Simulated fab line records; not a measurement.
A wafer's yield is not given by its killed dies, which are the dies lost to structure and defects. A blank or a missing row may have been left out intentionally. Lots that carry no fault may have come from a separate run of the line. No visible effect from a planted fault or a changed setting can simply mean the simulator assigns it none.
Split-lot experiment ; flow n5Finfet ; on a route of 1938 steps: 7 lots, 21 wafers read

== THE SPLIT ITSELF ==
At N5_BEOL_M13_ILD_DEP_00 (deposits SiOC from DEMS/O2, target thk 837.92 nm, time 166.4 s), the setting timeS was moved away from the recipe's 166.4 s on 6 of the 21 wafers read, by -14.5% to -5.1%. The other wafers ran this setting at the recipe's value.

The file shows no step between the split and the reading.

== THE READING ==
Values of M13_ILD_THK in nm from N5_BEOL_M13_THK_MEAS_01. Typical for fault-free wafers on this fab line: 839 nm, with standard deviation 9.6 nm.

wafer;tool, chamber at the split;timeS as run, s;against the recipe;M13_ILD_THK, nm;against lot-mates on the recipe
L074.2;pecvd-01, 2;166.4;recipe;832;-
L074.4;pecvd-01, 2;150.1;-9.8%;754;-78
L074.6;pecvd-01, 1;150.1;-9.8%;760;-72
L075.1;pecvd-03, 2;166.4;recipe;850;-
L075.3;pecvd-03, 0;157.9;-5.1%;799;-51
L075.4;pecvd-03, 1;157.9;-5.1%;809;-41
L076.1;pecvd-02, 2;166.4;recipe;825;-
L076.2;pecvd-02, 0;166.4;recipe;832;-
L076.3;pecvd-02, 1;166.4;recipe;831;-
L078.1;pecvd-03, 2;166.4;recipe;826;-
L078.5;pecvd-03, 2;156;-6.2%;796;-34
L078.6;pecvd-03, 1;166.4;recipe;834;-
L083.3;pecvd-01, 1;166.4;recipe;839;-
L083.5;pecvd-01, 2;166.4;recipe;841;-
L083.6;pecvd-01, 0;166.4;recipe;850;-
L088.2;pecvd-01, 2;142.3;-14.5%;717;-122
L088.3;pecvd-01, 1;166.4;recipe;836;-
L088.4;pecvd-01, 1;166.4;recipe;842;-
L090.1;pecvd-02, 0;166.4;recipe;831;-
L090.3;pecvd-02, 1;166.4;recipe;834;-
L090.4;pecvd-02, 0;166.4;recipe;845;-

THE FIT
A straight line over all 21 wafers: M13_ILD_THK changes by +7.95 nm for each +1% of timeS; r = +0.98; the points scatter about the line by 7.8 nm.
The same after taking each lot's own level away (the mean of its wafers on the recipe; 21 wafers): +7.97 nm for each +1%; r = +0.99; scatter 6 nm.
The reading moves by 1.2e+02 nm for the largest change in timeS, on that fit.
The lots' own levels span 829.3 to 850.0 nm, that is 2.2 times the standard deviation above.
So the lot-to-lot level changes the slope little: the two slopes agree.
Check: for one of the wafers moved furthest among these (-14.5%), held out of the fit, the line's prediction against its lot-mates is -110 nm. Against them it came out at -122 nm.

== THE WHOLE CHAIN: every reading that the file lists as answering this split, in the file's order ==
step;what it does;reading;change (the file's fit);r (the file's)
N5_BEOL_M13_ILD_DEP_00;deposits SiOC from DEMS/O2, target thk 837.92 nm, time 166.4 s;SiOC_of_BEOL_M13_ILD_DEP_00.thkNm (the simulator's own value, which no gauge read);+7.95 nm for each +1% of the setting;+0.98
N5_BEOL_M13_THK_MEAS_01;;M13_ILD_THK;+7.92 for each +1% of the setting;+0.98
N5_BEOL_M13_VIA_ETCH_16;etches SiOC in C4F8/O2/Ar, target depth 921.7 nm;etch.depthNm (the simulator's own value, which no gauge read);+7.95 nm for each +1% of the setting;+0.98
N5_BEOL_M13_VIA_ETCH_16;etches SiOC in C4F8/O2/Ar, target depth 921.7 nm;coat_of_BEOL_M13_COAT_04.thkNm (the simulator's own value, which no gauge read);-2.3 nm for each +1% of the setting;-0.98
N5_BEOL_M13_STRIP_63;strips in N2/H2;stripTimeToEndpointS;withheld for each +1% of the setting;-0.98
N5_BEOL_M13_ETCH_38;etches SiCN in CF4/N2, target depth 67.5 nm, time 71.9 s;SiOC_of_BEOL_M13_ILD_DEP_00.thkNm (the simulator's own value, which no gauge read);+7.93 nm for each +1% of the setting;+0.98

== FILE'S OWN FIT ==
M13_ILD_THK changes by +7.92 nm for each +1% of timeS, r = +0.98.
